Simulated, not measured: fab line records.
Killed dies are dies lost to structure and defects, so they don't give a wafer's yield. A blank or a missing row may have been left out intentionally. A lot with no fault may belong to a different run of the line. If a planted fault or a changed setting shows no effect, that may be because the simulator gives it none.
Matching of chambers    flow n5Finfet    rieDiel-02 running N5_BEOL_M4_ETCH_77: 4 sister chambers
The step etches underlayer in N2/H2, target depth 6.5 nm, time 5.2 s. 8 wafers are shown with their chamber, then 10 later ones without.

WAFERS PAIRED WITH THEIR CHAMBERS
wafer   chamber  showerheadPlenumPTorr (Torr)  drypumpMotorCurrentA (A)
L075.4  3        2.65                          5.4
L080.5  0        2.54                          5.4
L080.6  1        2.48                          5.0
L082.1  3        2.65                          5.4
L082.3  0        2.53                          5.4
L082.5  2        2.49                          5.1
L090.3  1        2.47                          5.1
L090.4  2        2.48                          5.1

WAFERS WITH NO CHAMBER GIVEN
wafer   showerheadPlenumPTorr (Torr)  drypumpMotorCurrentA (A)
L090.5  2.48                          5.1
L092.1  2.53                          5.4
L092.2  2.64                          5.4
L092.3  2.48                          5.1
L092.4  2.47                          5.1
L092.5  2.53                          5.4
L092.6  2.47                          5.1
L094.1  2.52                          5.4
L094.5  2.47                          5.1
L094.6  2.52                          5.4

CHAMBER TAKEN BY EACH
wafer   from the rows above      in truth
L090.5  can't be placed: 2 or 1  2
L092.1  0                        0
L092.2  3                        3
L092.3  can't be placed: 2 or 1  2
L092.4  can't be placed: 1 or 2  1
L092.5  0                        0
L092.6  can't be placed: 1 or 2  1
L094.1  0                        0
L094.5  can't be placed: 1 or 2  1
L094.6  0                        0
Correct placement for 5 of the 10. From these rows, 5 cannot be placed; in 5 the true chamber is one of the candidates. 0 placed wrongly.
How it was worked out, from the rows above alone: a wafer's distance from a chamber is the root of the sum, over the readings, of the square of ((its reading less the chamber's mean) divided by the reading's scatter). If the next closest chamber is less than 2 further off than the closest, the wafer can't be placed; otherwise it belongs to the closest. The mean given for a chamber averages the wafers shown for that chamber. How the scatter is found: for the shown wafers, subtract from each reading the mean of its chamber, square and add these, divide the total by (wafers less chambers), then take the root.
